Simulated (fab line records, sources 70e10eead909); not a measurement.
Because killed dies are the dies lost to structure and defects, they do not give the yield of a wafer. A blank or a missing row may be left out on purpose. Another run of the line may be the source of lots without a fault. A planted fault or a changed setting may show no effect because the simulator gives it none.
Chamber matching	flow nand harc	NHARC_P_M0_DEP_32 on pecvd-04: 3 sister chambers
The step deposits SiCN, target thk 30 nm. 16 wafers are shown with their chamber, then 8 later ones without.

WAFERS WITH THEIR CHAMBER
wafer	chamber	heater power w (W)
L074.1	0	519
L074.3	1	619
L074.5	1	610
L076.1	2	774
L076.4	2	774
L076.6	0	554
L081.3	2	681
L081.4	1	510
L081.5	2	700
L083.1	0	554
L083.2	1	607
L083.3	2	663
L086.2	2	687
L086.5	1	562
L086.6	0	496
L087.2	0	464

SIGNATURES (means of the wafers above)
reading	chamber 0	chamber 1	chamber 2	scatter within a chamber
heater power w	517.40	581.60	713.17	44.9
Rule: a wafer's distance from a chamber is the root of the sum, over the readings, of the square of ((its reading less the chamber's mean) divided by the reading's scatter). The wafer belongs to the nearest chamber; if the next one is less than 2 further off, it can't be placed. The scatter is the square root of a quotient: the sum, over the shown wafers, of each reading's squared deviation from its chamber's mean, divided by wafers minus chambers.

WAFERS MISSING THEIR CHAMBER
wafer	heater power w (W)
L087.3	586
L087.6	766
L090.2	607
L090.3	583
L090.6	734
L091.1	763
L091.4	792
L091.6	521

WHICH CHAMBER EACH WENT THROUGH
wafer	from the rows above	in truth
L087.3	can't be placed: 1 or 0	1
L087.6	2	2
L090.2	can't be placed: 1 or 0 or 2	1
L090.3	can't be placed: 1 or 0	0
L090.6	2	2
L091.1	2	2
L091.4	2	2
L091.6	can't be placed: 0 or 1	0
4 of 8 placed correctly. Cannot be placed on the basis of these rows: 4; the candidates contain the true chamber in 4. Wrongly placed: 0.
